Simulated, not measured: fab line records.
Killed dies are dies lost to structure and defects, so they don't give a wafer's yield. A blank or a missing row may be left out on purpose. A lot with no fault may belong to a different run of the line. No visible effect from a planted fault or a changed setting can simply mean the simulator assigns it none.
Chamber matching || flow nand-harc || pecvd-04 running NHARC_A_DECK1_JOINT_DEP_16: 3 sister chambers
The step deposits SiO2, target thk 45 nm. 3 wafers are shown with their chamber, then 7 later ones without.

WAFERS, EACH WITH ITS CHAMBER
{"wafer": "L084.6", "chamber": 1, "throttle-valve-pct (%)": 16.0}
{"wafer": "L089.2", "chamber": 2, "throttle-valve-pct (%)": 16.1}
{"wafer": "L089.3", "chamber": 0, "throttle-valve-pct (%)": 16.5}

WAFERS WHOSE CHAMBER IS MISSING
{"wafer": "L089.5", "throttle-valve-pct (%)": 16.2}
{"wafer": "L088.2", "throttle-valve-pct (%)": 16.6}
{"wafer": "L088.5", "throttle-valve-pct (%)": 16.5}
{"wafer": "L088.6", "throttle-valve-pct (%)": 16.2}
{"wafer": "L096.2", "throttle-valve-pct (%)": 15.4}
{"wafer": "L096.5", "throttle-valve-pct (%)": 15.5}
{"wafer": "L096.6", "throttle-valve-pct (%)": 15.4}

EACH ONE'S CHAMBER
{"wafer": "L089.5", "from the rows above": "can't be placed: 2 or 1 or 0", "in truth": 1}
{"wafer": "L088.2", "from the rows above": "can't be placed: 0 or 2 or 1", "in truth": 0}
{"wafer": "L088.5", "from the rows above": "can't be placed: 0 or 2 or 1", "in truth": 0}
{"wafer": "L088.6", "from the rows above": "can't be placed: 2 or 1 or 0", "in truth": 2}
{"wafer": "L096.2", "from the rows above": "can't be placed: 1 or 2 or 0", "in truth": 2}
{"wafer": "L096.5", "from the rows above": "can't be placed: 1 or 2 or 0", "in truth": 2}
{"wafer": "L096.6", "from the rows above": "can't be placed: 1 or 2 or 0", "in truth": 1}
Correct placement for 0 of the 7. Cannot be placed on the basis of these rows: 7; the candidates contain the true chamber in 7. Wrongly placed: 0.
How it was worked out, from the rows above alone: a wafer's distance from a chamber is the root of the sum, over the readings, of the square of ((its reading less the chamber's mean) divided by the reading's scatter). If the next closest chamber is less than 2 further off than the closest, the wafer can't be placed; otherwise it belongs to the closest. For every chamber, the mean is computed from those of its wafers that are shown. The scatter: with one shown wafer a chamber, the root of the mean of the squares of how far each hidden wafer lies from its nearest shown one.
